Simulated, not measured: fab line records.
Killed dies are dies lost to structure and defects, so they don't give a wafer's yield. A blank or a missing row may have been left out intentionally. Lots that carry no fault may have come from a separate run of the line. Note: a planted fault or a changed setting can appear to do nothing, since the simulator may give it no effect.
Matching of chambers + flow n5 finfet + 3 sister chambers for N5_BEOL_M8_DESCUM_16 on rie diel-02
The step chemistry O2, time 7.9 s. 6 wafers are shown with their chamber, then 6 later ones without.

## WAFERS, EACH WITH ITS CHAMBER
| wafer  | chamber | showerhead plenum p Torr (Torr) | drypump motor current A (A) |
|--------|---------|---------------------------------|-----------------------------|
| L078.5 | 0       | 2.06                            | 5.3                         |
| L078.6 | 3       | 2.15                            | 5.6                         |
| L083.1 | 1       | 1.99                            | 5.7                         |
| L083.5 | 1       | 1.99                            | 5.7                         |
| L083.6 | 0       | 2.06                            | 5.3                         |
| L085.1 | 3       | 2.14                            | 5.7                         |

## WAFERS WITHOUT THEIR CHAMBER
| wafer  | showerhead plenum p Torr (Torr) | drypump motor current A (A) |
|--------|---------------------------------|-----------------------------|
| L085.2 | 1.99                            | 5.7                         |
| L085.6 | 1.99                            | 5.7                         |
| L088.2 | 2.14                            | 5.6                         |
| L088.5 | 2.05                            | 5.3                         |
| L094.1 | 2.05                            | 5.3                         |
| L094.6 | 1.99                            | 5.6                         |

## EACH ONE'S CHAMBER
| wafer  | from the rows above | in truth |
|--------|---------------------|----------|
| L085.2 | 1                   | 1        |
| L085.6 | 1                   | 1        |
| L088.2 | 3                   | 3        |
| L088.5 | 0                   | 0        |
| L094.1 | 0                   | 0        |
| L094.6 | 1                   | 1        |
Correct placement for 6 of the 6. Not placeable from these rows: 0. Wrongly placed: 0.
How it was worked out, from the rows above alone: a wafer's distance from a chamber is the root of the sum, over the readings, of the square of ((its reading less the chamber's mean) divided by the reading's scatter). The wafer belongs to the nearest chamber; if the next one is less than 2 further off, it can't be placed. Each chamber's mean is taken over the wafers shown for it. The scatter: take each reading less its chamber's mean, square it, sum over the shown wafers, divide by the number of wafers less the number of chambers, and take the root.
